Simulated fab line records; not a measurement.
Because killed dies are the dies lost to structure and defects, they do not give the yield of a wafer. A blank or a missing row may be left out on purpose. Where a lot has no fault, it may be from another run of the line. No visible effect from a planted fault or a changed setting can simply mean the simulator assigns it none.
fab line records ; flow n5-finfet
record: lots: 9; wafers: 27; last-day: 19
route steps=1938 shown FIN_CUT@166 STI_FIN_REVEAL@189 BEOL_M4@1111 PASSIVATION@1936
lots untouched by any fault: they come from a run of this same line in which no faults occurred
start-h: hours from the record's first day to the start of the lot's first wafer shown ; wait-h: time in hours since the lot's previous step ; " the same as in the row above ; L1.1+2: a single row standing in for several wafers ; - value missing, or start not given ; * or withheld: withheld ; < > ~ a bound
route shown NAME@n: names a module that has steps shown in the file, with the first one's number in the route ; usual: average and standard deviation across the fault-free wafers ; same: alike in all rows ; chamber/n: place in a boat ; sites: the reading at each site ; _std_site: the values' standard deviation ; _edge_site: the outer-site mean with the inner-site mean subtracted ; radius-mm: how far each site lies from the wafer's centre ; mask NAME#n: copy n ; behind: the last tool/chamber to shape the wafer ; hold: cause of the lot's hold/its duration in hours/its outcome ; device: names the non-switching transistor (n, p or np) ; end of line: tests of these same wafers at the route's end ; step lacking rows: just its recipe ; killed: at the first sort, the dies lost to defects and structure; wafer yield is something else ; map: a wafer's dies, x killed, . not, _ none there
set.NAME: the setting as run; set.NAME@STEP: as run at that earlier step ; model.NAME: the simulator's own value behind a step, which no gauge read
one table for each step of the route and one row for each wafer, over a sample of lots
services: from which hour (start-h, from the record's first day; less than 0 if before it) a tool's chamber was out of use, for how many hours, and why
== steps ==
step: N5_FIN_CUT_DESCUM_13
recipe: chemistry: O2; time-s: 7; source-power-w: 50; bias-power-w: 20; pressure-mtorr: 20; rf-frequency-hz: 2.712e+07; temp-c: 40; resist: CAR-EUV; o2-flow-sccm: 225
usual: drypump-motor-current-A: 5.5/0.38; o2-flow-sccm: 225.1/0.75; oes-product-au: 0.78/0.08; rf-vpp-V: 243.5/1.4; showerhead-plenum-p-Torr: 2.11/0.071; throttle-valve-pct: 20.56/0.2
lot.wafer;tool;chamber;start-h;wait-h;drypump-motor-current-A;o2-flow-sccm;oes-product-au;rf-hours-counter-h;rf-vpp-V;showerhead-plenum-p-Torr;throttle-valve-pct
L551.2;rie-diel-05;2;63.93;0.4;5.7;224.5;0.78;116;242.7;2.02;20.66
L551.3;rie-diel-05;1;63.93;0.4;6.2;225.1;0.85;46;242.5;2.11;20.39
L551.4;rie-diel-05;3;63.93;0.4;5.4;225.4;0.77;136;241.7;2.01;20.28
L553.3;rie-diel-02;2;75.99;0.0;5.7;225.1;0.78;125;245.3;2.19;20.44
L553.4;rie-diel-02;1;75.99;0.0;6.0;225.7;0.94;15;243.2;2.12;20.57
L553.6;rie-diel-02;2;75.99;0.0;5.7;225.2;0.78;-;246.2;2.19;20.44
L558.1;rie-diel-04;2;104.46;0.0;5.0;224.3;0.68;243;243.4;2.14;20.80
L558.2;rie-diel-04;0;104.46;0.0;5.4;224.6;0.75;166;245.2;2.21;20.35
L558.5;rie-diel-04;3;104.46;0.0;5.3;225.0;0.70;-;244.7;2.06;20.61
L559.1;rie-diel-02;0;110.14;0.0;5.6;224.8;0.81;86;243.6;2.12;20.53
L559.4;rie-diel-02;1;110.14;0.0;6.1;225.6;0.92;26;243.7;2.12;20.62
L559.5;rie-diel-02;1;110.14;0.0;6.0;224.7;0.92;-;243.3;2.12;20.59
L560.1;rie-diel-05;0;117.01;0.0;5.0;225.5;0.68;231;244.1;2.16;21.00
L560.4;rie-diel-05;2;117.01;0.0;5.6;223.7;0.76;134;241.2;2.02;20.69
L560.6;rie-diel-05;1;117.01;0.0;6.2;224.5;0.82;-;244.4;2.11;20.39
L564.2;rie-diel-02;1;141.06;0.1;6.0;225.2;0.90;36;244.4;2.11;20.61
L564.4;rie-diel-02;2;141.06;0.1;5.8;225.8;0.76;144;245.8;2.19;20.48
L564.6;rie-diel-02;1;141.06;0.1;6.0;224.7;0.89;-;243.3;2.11;20.63
L565.4;rie-diel-05;1;148.02;0.0;6.2;224.7;0.82;73;243.6;2.11;20.41
L565.5;rie-diel-05;3;148.02;0.0;5.4;225.5;0.75;-;241.5;2.00;20.32
L565.6;rie-diel-05;2;148.02;0.0;5.7;224.3;0.76;-;241.6;2.02;20.70
L567.1;rie-diel-02;3;159.38;0.0;5.7;224.2;0.94;8;244.8;2.22;20.19
L567.3;rie-diel-02;2;159.38;0.0;5.7;223.8;0.76;149;244.5;2.19;20.48
L567.4;rie-diel-02;1;159.38;0.0;6.1;225.2;0.89;41;243.7;2.11;20.62
L568.1;rie-diel-05;0;164.84;0.1;5.0;224.8;0.67;245;244.3;2.15;21.00
L568.3;rie-diel-05;2;164.84;0.1;5.7;226.3;0.75;147;241.6;2.01;20.72
L568.6;rie-diel-05;0;164.84;0.1;4.9;224.9;0.67;-;244.8;2.15;21.01
step: N5_STI_FIN_REVEAL_DENSIFY_30
recipe: temp-c: *; time-s: *; ambient: N2; idle-temp-c: 600; ramp-up-c-per-s: 150; ramp-down-c-per-s: 60; cool-to-c: 600
usual: lamp-power-pct: 11.53/0.049; lamp_zone_1_pct: 11.529/0.021; lamp_zone_2_pct: 11.529/0.02; wafer_temp_C_max: *
lot.wafer;tool;chamber;start-h;wait-h;lamp-power-pct;lamp_zone_1_pct;lamp_zone_2_pct;wafer_temp_C_max
L551.2;rtp-anneal-01;0;70.44;0.1;11.51;11.538;11.523;*
L551.3;rtp-anneal-01;0;70.44;0.1;11.50;11.574;11.525;*
L551.4;rtp-anneal-01;0;70.44;0.1;11.63;11.514;11.546;*
L553.3;rtp-anneal-02;0;82.49;0.1;11.49;11.520;11.521;*
L553.4;rtp-anneal-02;0;82.49;0.1;11.48;11.549;11.525;*
L553.6;rtp-anneal-02;0;82.49;0.1;11.59;11.534;11.534;*
L558.1;rtp-anneal-01;0;110.82;0.0;11.52;11.536;11.531;*
L558.2;rtp-anneal-01;0;110.82;0.0;11.46;11.507;11.503;*
L558.5;rtp-anneal-01;0;110.82;0.0;11.55;11.519;11.518;*
L559.1;rtp-anneal-02;0;116.53;0.0;11.49;11.495;11.520;*
L559.4;rtp-anneal-02;0;116.53;0.0;11.50;11.507;11.501;*
L559.5;rtp-anneal-02;0;116.53;0.0;11.52;11.528;11.501;*
L560.1;rtp-anneal-01;0;123.60;0.2;11.55;11.542;11.528;*
L560.4;rtp-anneal-01;0;123.60;0.2;11.50;11.530;11.534;*
L560.6;rtp-anneal-01;0;123.60;0.2;11.42;11.545;11.521;*
L564.2;rtp-anneal-02;0;147.59;0.1;11.46;11.516;11.525;*
L564.4;rtp-anneal-02;0;147.59;0.1;11.48;11.506;11.519;*
L564.6;rtp-anneal-02;0;147.59;0.1;11.50;11.563;11.544;*
L565.4;rtp-anneal-01;0;154.56;0.1;11.51;11.513;11.509;*
L565.5;rtp-anneal-01;0;154.56;0.1;11.57;11.514;11.524;*
L565.6;rtp-anneal-01;0;154.56;0.1;11.52;11.538;11.548;*
L567.1;rtp-anneal-01;0;165.74;0.0;11.58;11.539;11.534;*
L567.3;rtp-anneal-01;0;165.74;0.0;11.56;11.557;11.527;*
L567.4;rtp-anneal-01;0;165.74;0.0;11.48;11.519;11.558;*
L568.1;rtp-anneal-02;0;171.72;0.0;11.45;11.557;11.542;*
L568.3;rtp-anneal-02;0;171.72;0.0;11.48;11.532;11.503;*
L568.6;rtp-anneal-02;0;171.72;0.0;11.60;11.550;11.566;*
step: N5_STI_FIN_REVEAL_STRIP_24
recipe: chemistry: N2/H2; time-s: 90; power-w: 100; temp-c: 40; pressure-mtorr: 100; rf-frequency-hz: 6e+07; bias-power-w: 3; n2-flow-sccm: 300; h2-flow-sccm: 300
usual: bias-power-w: 3.000/0.01; chamber-pressure-mTorr: 100.00/0.1; drypump-motor-current-A: 5.6/0.33; oes-product-au: 0.79/0.07; rf-vpp-V: 45.3/0.89; showerhead-plenum-p-Torr: 3.43/0.083; throttle-valve-pct: 12.2/0.3
lot.wafer;tool;chamber;start-h;wait-h;bias-power-w;chamber-pressure-mTorr;drypump-motor-current-A;oes-product-au;rf-hours-counter-h;rf-vpp-V;showerhead-plenum-p-Torr;throttle-valve-pct
L551.2;rie-diel-03;2;70.66;0.0;3.013;99.95;6.3;0.75;163;45.6;3.35;12.2
L551.3;rie-diel-03;0;70.66;0.0;3.003;99.81;5.3;0.71;211;44.5;3.44;12.4
L551.4;rie-diel-03;1;70.66;0.0;3.009;100.06;5.8;0.82;77;46.1;3.40;11.9
L553.3;rie-diel-01;2;82.88;0.0;3.008;100.06;5.7;0.71;200;45.4;3.50;12.7
L553.4;rie-diel-01;3;82.88;0.0;2.986;99.99;5.5;0.94;10;44.8;3.33;11.8
L553.6;rie-diel-01;1;82.88;0.0;2.989;100.05;5.5;0.78;-;46.1;3.53;12.3
L558.1;rie-diel-03;2;111.07;0.0;-;-;-;-;-;-;-;-
L558.2;rie-diel-03;1;111.07;0.0;-;-;-;-;-;-;-;-
L558.5;rie-diel-03;3;111.07;0.0;-;-;-;-;-;-;-;-
L559.1;rie-diel-03;3;116.78;0.0;-;-;-;-;-;-;-;-
L559.4;rie-diel-03;2;116.78;0.0;-;-;-;-;-;-;-;-
L559.5;rie-diel-03;0;116.78;0.0;-;-;-;-;-;-;-;-
L560.1;rie-diel-03;0;123.86;0.0;-;-;-;-;-;-;-;-
L560.4;rie-diel-03;1;123.86;0.0;-;-;-;-;-;-;-;-
L560.6;rie-diel-03;0;123.86;0.0;-;-;-;-;-;-;-;-
L564.2;rie-diel-03;0;147.80;0.0;2.997;100.01;5.3;0.70;237;44.7;3.43;12.5
L564.4;rie-diel-03;2;147.80;0.0;3.000;99.96;6.3;0.73;193;45.9;3.33;12.2
L564.6;rie-diel-03;1;147.80;0.0;3.008;100.08;5.8;0.80;-;43.5;3.38;12.0
L565.4;rie-diel-01;1;154.73;0.0;2.999;99.89;5.5;0.76;168;45.1;3.52;12.4
L565.5;rie-diel-01;0;154.73;0.0;3.011;99.93;5.8;0.87;-;46.5;3.59;11.8
L565.6;rie-diel-01;1;154.73;0.0;2.989;99.97;5.5;0.76;-;45.3;3.52;12.4
L567.1;rie-diel-01;2;165.98;0.0;3.007;100.08;5.7;0.69;227;45.7;3.48;12.7
L567.3;rie-diel-01;1;165.98;0.0;3.003;99.83;5.5;0.75;172;46.2;3.52;12.4
L567.4;rie-diel-01;0;165.98;0.0;3.009;100.13;5.8;0.87;54;45.7;3.59;11.9
L568.1;rie-diel-06;0;171.97;0.0;3.008;100.02;5.9;0.84;72;45.1;3.27;11.9
L568.3;rie-diel-06;3;171.97;0.0;2.988;100.16;5.1;0.71;177;46.1;3.51;12.7
L568.6;rie-diel-06;2;171.97;0.0;3.016;100.00;5.5;0.83;-;44.7;3.41;12.1
step: N5_STI_FIN_REVEAL_RECESS_09
recipe: chemistry: HF/NH3; target: SiO2; afs-cycles: 11; target-depth-a: 425; temp-c: 30; sublimation-temp-c: 180; sublimation-time-s: 60
usual: drypump-motor-current-A: 5.6/0.56; foreline-p-Torr: 0.1280/0.00056
lot.wafer;tool;chamber;start-h;wait-h;drypump-motor-current-A;foreline-p-Torr
L551.2;vapor-etch-01;0;70.88;0.0;6.5;0.1269
L551.3;vapor-etch-01;0;70.88;0.0;6.5;0.1277
L551.4;vapor-etch-01;1;70.88;0.0;5.7;0.1270
L553.3;vapor-etch-01;1;83.62;0.6;5.7;0.1280
L553.4;vapor-etch-01;0;83.62;0.6;6.5;0.1291
L553.6;vapor-etch-01;0;83.62;0.6;6.5;0.1291
L558.1;vapor-etch-01;1;111.29;0.0;5.7;0.1281
L558.2;vapor-etch-01;0;111.29;0.0;6.4;0.1287
L558.5;vapor-etch-01;1;112.35;1.1;5.7;0.1295
L559.1;vapor-etch-01;0;117.00;0.0;6.4;0.1275
L559.4;vapor-etch-01;0;117.00;0.0;6.4;0.1276
L559.5;vapor-etch-01;1;117.00;0.0;5.7;0.1279
L560.1;vapor-etch-02;0;124.14;0.0;5.2;0.1284
L560.4;vapor-etch-02;1;124.14;0.0;5.1;0.1286
L560.6;vapor-etch-02;0;124.14;0.0;5.2;0.1284
L564.2;vapor-etch-02;0;148.02;0.0;5.2;0.1284
L564.4;vapor-etch-02;1;148.02;0.0;5.0;0.1283
L564.6;vapor-etch-02;1;148.02;0.0;5.0;0.1289
L565.4;vapor-etch-01;1;155.48;0.6;5.7;0.1264
L565.5;vapor-etch-01;0;155.48;0.6;6.5;0.1280
L565.6;vapor-etch-01;1;155.48;0.6;5.7;0.1274
L567.1;vapor-etch-02;1;166.20;0.0;5.0;0.1285
L567.3;vapor-etch-02;1;166.20;0.0;5.0;0.1276
L567.4;vapor-etch-02;0;166.20;0.0;5.2;0.1279
L568.1;vapor-etch-01;1;172.19;0.0;5.7;0.1282
L568.3;vapor-etch-01;0;172.19;0.0;6.5;0.1273
L568.6;vapor-etch-01;0;172.19;0.0;6.5;0.1279
step: N5_BEOL_M4_RC_MEAS_101
usual: DIBL_N: 36.1/1.6; DIBL_P: 35.7/1.8; IOFF_N: 0.159/0.027; IOFF_P: 0.21/0.03; ION_N: 673/10; ION_P: 462/7.4; SS_N: 71.4/0.56; SS_P: 73.2/0.61; VT_N: 249.7/3; VT_P: -250/3.1
lot.wafer;tool;chamber;start-h;wait-h;DIBL_N[mV/V];DIBL_P[mV/V];IOFF_N[nA/um];IOFF_P[nA/um];ION_N[uA/um];ION_P[uA/um];SS_N[mV/dec];SS_P[mV/dec];VT_N[mV];VT_P[mV]
L551.2;prober-02;0;198.93;0.2;36.3;36.8;0.176;0.18;673;447;72.0;73.6;248.2;-254
L551.3;prober-02;0;198.93;0.2;36.4;36.8;0.164;0.18;676;449;72.0;73.6;250.7;-252
L551.4;prober-02;0;198.93;0.2;36.9;38.2;0.171;0.22;683;455;72.6;73.5;250.2;-252
L553.3;prober-01;0;210.14;0.3;35.6;34.9;0.137;0.18;654;451;71.5;72.7;255.4;-251
L553.4;prober-01;0;210.14;0.3;36.1;36.6;0.155;0.22;670;462;70.7;72.8;249.0;-249
L553.6;prober-01;0;210.14;0.3;34.8;35.5;0.139;0.20;670;466;70.8;73.3;249.9;-250
L558.1;prober-02;0;244.78;0.0;36.8;38.0;0.164;0.26;664;462;71.3;73.9;248.3;-246
L558.2;prober-02;0;244.78;0.0;35.7;36.2;0.139;0.22;675;471;71.6;72.9;252.3;-250
L558.5;prober-02;0;244.78;0.0;36.5;37.4;0.158;0.25;678;469;70.7;74.2;249.6;-245
L559.1;prober-02;0;252.43;0.0;35.3;35.3;0.144;0.19;664;458;70.8;73.9;253.9;-252
L559.4;prober-02;0;252.43;0.0;33.6;33.2;0.117;0.18;641;453;71.1;72.3;256.6;-251
L559.5;prober-02;0;252.43;0.0;34.6;35.1;0.140;0.19;662;454;71.1;74.0;250.2;-251
L560.1;prober-01;0;255.28;0.0;39.8;39.4;0.213;0.26;686;463;72.4;75.0;248.3;-249
L560.4;prober-01;0;255.28;0.0;38.1;36.4;0.185;0.20;687;461;71.5;73.2;247.3;-253
L560.6;prober-01;0;255.28;0.0;38.0;36.1;0.174;0.19;683;456;71.9;73.5;248.9;-253
L564.2;prober-02;0;282.93;0.2;37.5;34.8;0.156;0.19;660;450;71.6;73.1;251.8;-251
L564.4;prober-02;0;282.93;0.2;34.7;31.6;0.118;0.15;643;447;71.4;72.4;254.1;-255
L564.6;prober-02;0;282.93;0.2;36.6;34.2;0.154;0.19;677;460;70.9;73.1;250.6;-256
L565.4;prober-01;0;305.14;0.5;34.9;34.5;0.122;0.17;666;455;71.1;73.3;253.6;-252
L565.5;prober-01;0;305.14;0.5;35.7;36.9;0.148;0.21;683;467;70.8;73.6;250.6;-250
L565.6;prober-01;0;305.14;0.5;36.4;37.7;0.163;0.21;683;465;71.6;73.8;250.1;-251
L568.1;prober-02;0;328.91;0.0;34.9;33.0;0.124;0.19;667;465;70.6;72.9;250.1;-249
L568.3;prober-02;0;328.91;0.0;40.0;39.2;0.210;0.30;684;473;71.4;75.1;246.3;-246
L568.6;prober-02;0;328.91;0.0;37.2;35.1;0.147;0.23;675;478;70.6;73.6;249.8;-248
L567.1;prober-01;0;341.71;0.0;35.2;34.8;0.156;0.22;662;460;71.1;73.1;247.2;-244
L567.3;prober-01;0;341.71;0.0;34.7;33.7;0.139;0.20;670;468;70.9;72.1;251.6;-245
L567.4;prober-01;0;341.71;0.0;36.7;36.9;0.201;0.26;694;482;71.0;73.1;243.3;-242
step: N5_PASSIVATION_PROBE_49
usual: defect-limited-yield: 91.0/1.3; killed_at_M0_to_M3: 33/10; killed_at_M4_up: 14/5.6; killed-at-contacts: 12/5.8; killed-at-front-end: 43/11; killed-at-other: 4.1/2.8; killed-dies: 106/15; killed-open: 70/12; killed-short: 34/7.5; sort_bin_5_function: 5.3/0.88; sort_bin_6_memory: 3.3/0.64; sort_bin_8_speed: 0.00/0.016; sort-n-pass: 1074/15; sort-yield-pct: 91.0/1.3
same: gross-dies: 1180; killed-at-back-side: 0; sort_bin_4_leakage[%]: 0
lot.wafer;tool;chamber;start-h;wait-h;defect-limited-yield[%];killed_at_M0_to_M3;killed_at_M4_up;killed-at-contacts;killed-at-front-end;killed-at-other;killed-dies;killed-open;killed-short;sort_bin_5_function[%];sort_bin_6_memory[%];sort_bin_8_speed[%];sort-n-pass;sort-yield-pct[%]
L551.2;prober-02;-;303.49;0.1;89.1;22;17;20;63;7;129;79;50;6.4;4.1;0;1051;89.1
L553.3;prober-02;-;314.02;0.1;89.7;26;16;10;67;2;121;94;26;7.4;2.7;0;1059;89.7
L553.4;prober-02;-;314.07;0.2;91.9;23;12;15;38;8;96;62;33;4.9;3.0;0;1084;91.9
L553.6;prober-02;-;314.17;0.3;92.6;19;15;10;42;1;87;62;24;4.6;2.6;0;1093;92.6
L560.1;prober-01;-;356.70;0.0;90.7;26;12;4;64;4;110;69;40;6.2;3.0;0;1070;90.7
L560.4;prober-01;-;356.85;0.2;89.1;43;24;1;59;2;129;73;50;6.7;3.4;0;1051;89.1
L560.6;prober-01;-;356.95;0.3;91.1;39;13;7;44;2;105;70;29;5.4;3.1;0;1075;91.1
L558.1;prober-02;-;357.25;0.0;91.4;31;18;4;47;2;102;63;33;5.0;3.5;0;1078;91.4
L558.2;prober-02;-;357.30;0.1;89.7;43;18;5;52;3;121;78;40;5.7;4.2;0;1059;89.7
L558.5;prober-02;-;357.45;0.2;91.1;35;16;7;42;5;105;65;40;6.1;2.4;0;1075;91.1
L559.1;prober-01;-;364.86;0.0;91.5;28;11;17;40;4;100;61;38;5.4;2.8;0;1080;91.5
L559.4;prober-01;-;365.01;0.2;91.7;27;11;6;49;5;98;62;34;4.6;3.2;0.08;1081;91.6
L559.5;prober-01;-;365.06;0.2;92.5;25;8;9;34;13;89;59;29;4.5;2.5;0;1091;92.5
killed by level:class
L551.2 STI_FIN_REVEAL:geometric-particle:open=17 MOL_CONTACT_COAG:geometric-particle:open=17 FIN_SAQP:geometric-particle:open=9 BEOL_M2:geometric-particle:open=8 FIN_SAQP:geometric-particle:short=7 BEOL_M0_SAQP:geometric-particle:short=7 BEOL_M4:geometric-particle:open=7 DUMMY_GATE:geometric-particle:open=6
L553.3 FIN_SAQP:geometric-particle:open=20 STI_FIN_REVEAL:geometric-particle:open=12 BEOL_M2:geometric-particle:open=10 FIN_SAQP:geometric-particle:short=7 MOL_CONTACT_COAG:geometric-particle:open=7 BEOL_M4:geometric-particle:open=7 BEOL_M1:geometric-particle:open=6 GATE_CUT:geometric-particle:open=5
L553.4 MOL_CONTACT_COAG:geometric-particle:open=11 STI_FIN_REVEAL:geometric-particle:open=10 FIN_SAQP:geometric-particle:short=6 FIN_SAQP:geometric-particle:open=5 BEOL_M0_SAQP:geometric-particle:open=5 BEOL_M4:geometric-particle:open=5 ILD0:geometric-particle:open=4 ILD0:geometric-particle:short=4
L553.6 STI_FIN_REVEAL:geometric-particle:open=11 FIN_SAQP:geometric-particle:open=9 BEOL_M4:geometric-particle:open=9 MOL_CONTACT_COAG:geometric-particle:open=9 BEOL_M1:geometric-particle:open=7 FIN_SAQP:geometric-particle:short=4 STI_FIN_REVEAL:geometric-particle:short=4 DUMMY_GATE:geometric-particle:open=4
L560.1 STI_FIN_REVEAL:geometric-particle:open=20 STI_FIN_REVEAL:geometric-particle:short=12 FIN_SAQP:geometric-particle:open=11 FIN_SAQP:geometric-particle:short=10 BEOL_M1:geometric-particle:open=5 BEOL_M0_SAQP:geometric-particle:open=4 BEOL_M0:geometric-particle:open=4 BEOL_M1:geometric-particle:short=4
L560.4 STI_FIN_REVEAL:geometric-particle:open=13 BEOL_M4:geometric-particle:open=12 BEOL_M3:geometric-particle:open=11 STI_FIN_REVEAL:geometric-particle:short=9 FIN_SAQP:geometric-particle:short=8 BEOL_M0_SAQP:geometric-particle:short=7 BEOL_M0_SAQP:geometric-particle:open=7 BEOL_M1:geometric-particle:open=6
L560.6 STI_FIN_REVEAL:geometric-particle:open=10 DUMMY_GATE:geometric-particle:open=9 BEOL_M1:geometric-particle:open=9 BEOL_M3:geometric-particle:open=8 FIN_SAQP:geometric-particle:open=7 STI_FIN_REVEAL:geometric-particle:short=6 MOL_CONTACT_COAG:geometric-particle:open=6 BEOL_M0_SAQP:geometric-particle:open=6
L558.1 STI_FIN_REVEAL:geometric-particle:open=12 BEOL_M4:geometric-particle:open=11 STI_FIN_REVEAL:geometric-particle:short=10 BEOL_M0_SAQP:geometric-particle:short=8 BEOL_M0_SAQP:geometric-particle:open=6 BEOL_M2:geometric-particle:open=5 FIN_SAQP:geometric-particle:short=4 MOL_CONTACT_COAG:geometric-particle:open=4
L558.2 STI_FIN_REVEAL:geometric-particle:open=15 BEOL_M4:geometric-particle:open=12 BEOL_M3:geometric-particle:open=11 FIN_SAQP:geometric-particle:short=9 BEOL_M0_SAQP:geometric-particle:short=7 BEOL_M0_SAQP:geometric-particle:open=7 BEOL_M1:geometric-particle:open=7 STI_FIN_REVEAL:geometric-particle:short=6
L558.5 STI_FIN_REVEAL:geometric-particle:open=16 BEOL_M4:geometric-particle:open=12 BEOL_M0_SAQP:geometric-particle:short=11 BEOL_M0_SAQP:geometric-particle:open=10 STI_FIN_REVEAL:geometric-particle:short=7 MOL_CONTACT_COAG:geometric-particle:open=5 BEOL_M2:geometric-particle:open=4 STARTING-WAFER:geometric-particle:short=4
L559.1 MOL_CONTACT_COAG:geometric-particle:open=14 BEOL_M0_SAQP:geometric-particle:short=9 STI_FIN_REVEAL:geometric-particle:short=9 FIN_SAQP:geometric-particle:open=7 FIN_SAQP:geometric-particle:short=6 STI_FIN_REVEAL:geometric-particle:open=6 BEOL_M1:geometric-particle:open=6 BEOL_M4:geometric-particle:open=6
L559.4 STI_FIN_REVEAL:geometric-particle:short=10 BEOL_M0_SAQP:geometric-particle:open=10 STI_FIN_REVEAL:geometric-particle:open=9 FIN_SAQP:geometric-particle:open=8 BEOL_M0_SAQP:geometric-particle:short=6 BEOL_M2:geometric-particle:open=6 FIN_SAQP:geometric-particle:short=4 ILD0:geometric-particle:open=4
L559.5 STI_FIN_REVEAL:geometric-particle:open=12 MOL_CONTACT_COAG:geometric-particle:open=9 BEOL_M0_SAQP:geometric-particle:short=8 FIN_SAQP:geometric-particle:short=7 FIN_SAQP:geometric-particle:open=6 BEOL_M1:geometric-particle:open=5 BEOL_M2:geometric-particle:open=5 PASS1_DEP:geometric-particle:open=5
== services ==
tool;chamber;start-h;hours;kind
rie-diel-02;3;50.39;12.1;repair
rie-diel-04;-;54.55;14.6;pm
rie-diel-02;3;66.11;4.3;repair
rie-diel-05;0;66.63;1.9;repair
rie-diel-01;2;87.98;4.9;repair
rie-diel-04;-;95.90;0.4;repair
rie-diel-01;3;105.08;9.1;repair
rie-diel-01;0;113.19;5.2;repair
rie-diel-06;2;113.32;8.0;repair
rie-diel-02;3;117.94;-;clean
rie-diel-02;3;117.94;-;consumable-replace:focus-ring
rie-diel-02;3;117.94;-;consumable-replace:showerhead
rie-diel-02;3;117.94;14.9;scheduled-down
rie-diel-02;3;117.94;14.9;vent-cycle
rie-diel-05;2;128.71;1.6;repair
rie-diel-04;2;130.35;-;clean
rie-diel-04;2;130.35;-;consumable-replace:focus-ring
rie-diel-04;2;130.35;22.3;scheduled-down
rie-diel-04;2;130.35;22.3;vent-cycle
rie-diel-05;-;139.60;0.4;repair
rie-diel-06;2;144.85;12.2;repair
rie-diel-03;0;170.10;5.9;repair
== key ==
first-sign: step: N5_STI_FIN_REVEAL_STRIP_24; reading: tool-record; direction: missing
effect none on later readings
met-at N5_STI_FIN_REVEAL_STRIP_24
struck-lots L558,L559,L560
not-acting-at N5_FIN_CUT_DESCUM_13,N5_STI_FIN_REVEAL_DENSIFY_30,N5_STI_FIN_REVEAL_RECESS_09
onset-between 70.66 111.07
fault: kind: skipped-step-whole; tool: rie-diel-03; chamber: -; onset-h: 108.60; steps: N5_STI_FIN_REVEAL_STRIP_24; scope: struck-lots-only
